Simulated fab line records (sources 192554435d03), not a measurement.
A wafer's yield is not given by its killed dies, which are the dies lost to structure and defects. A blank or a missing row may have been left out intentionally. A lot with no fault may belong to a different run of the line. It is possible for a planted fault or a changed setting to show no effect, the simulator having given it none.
Matching of chambers :: flow n5Finfet :: aldSin-04 running N5_GATE_CUT_ALD_22: 4 sister chambers
The step deposits SiNx, target thk 16 nm, pulse time 1 s, ald cycles 320. 4 wafers are shown with their chamber, then 10 later ones without.

## WAFERS WITH THEIR CHAMBER
wafer: L083.5
chamber: 0
heaterPowerOuterW (W): 584

wafer: L085.3
chamber: 3
heaterPowerOuterW (W): 476

wafer: L087.1
chamber: 2
heaterPowerOuterW (W): 552

wafer: L087.4
chamber: 1
heaterPowerOuterW (W): 438

## WAFERS WITHOUT THEIR CHAMBER
wafer: L087.5
heaterPowerOuterW (W): 536

wafer: L093.1
heaterPowerOuterW (W): 562

wafer: L093.5
heaterPowerOuterW (W): 562

wafer: L093.6
heaterPowerOuterW (W): 443

wafer: L094.2
heaterPowerOuterW (W): 566

wafer: L094.4
heaterPowerOuterW (W): 533

wafer: L094.6
heaterPowerOuterW (W): 582

wafer: L096.2
heaterPowerOuterW (W): 581

wafer: L096.4
heaterPowerOuterW (W): 435

wafer: L096.6
heaterPowerOuterW (W): 546

## WHICH CHAMBER EACH WENT THROUGH
wafer: L087.5
from the rows above: 2
in truth: 2

wafer: L093.1
from the rows above: can't be placed: 2 or 0
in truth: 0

wafer: L093.5
from the rows above: can't be placed: 2 or 0
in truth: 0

wafer: L093.6
from the rows above: 1
in truth: 1

wafer: L094.2
from the rows above: can't be placed: 2 or 0
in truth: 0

wafer: L094.4
from the rows above: 2
in truth: 2

wafer: L094.6
from the rows above: 0
in truth: 0

wafer: L096.2
from the rows above: 0
in truth: 0

wafer: L096.4
from the rows above: 1
in truth: 1

wafer: L096.6
from the rows above: 2
in truth: 2
Correctly placed: 7 of 10. These rows do not allow placing 3 (true chamber among the candidates in 3). Number placed wrongly: 0.
How it was worked out, from the rows above alone: a wafer's distance from a chamber is the root of the sum, over the readings, of the square of ((its reading less the chamber's mean) divided by the reading's scatter). The wafer belongs to the nearest chamber; if the next one is less than 2 further off, it can't be placed. A chamber's mean is the mean of its shown wafers. The scatter (one wafer shown for each chamber): square how far every hidden wafer sits from the nearest shown wafer, average those squares and take the square root.
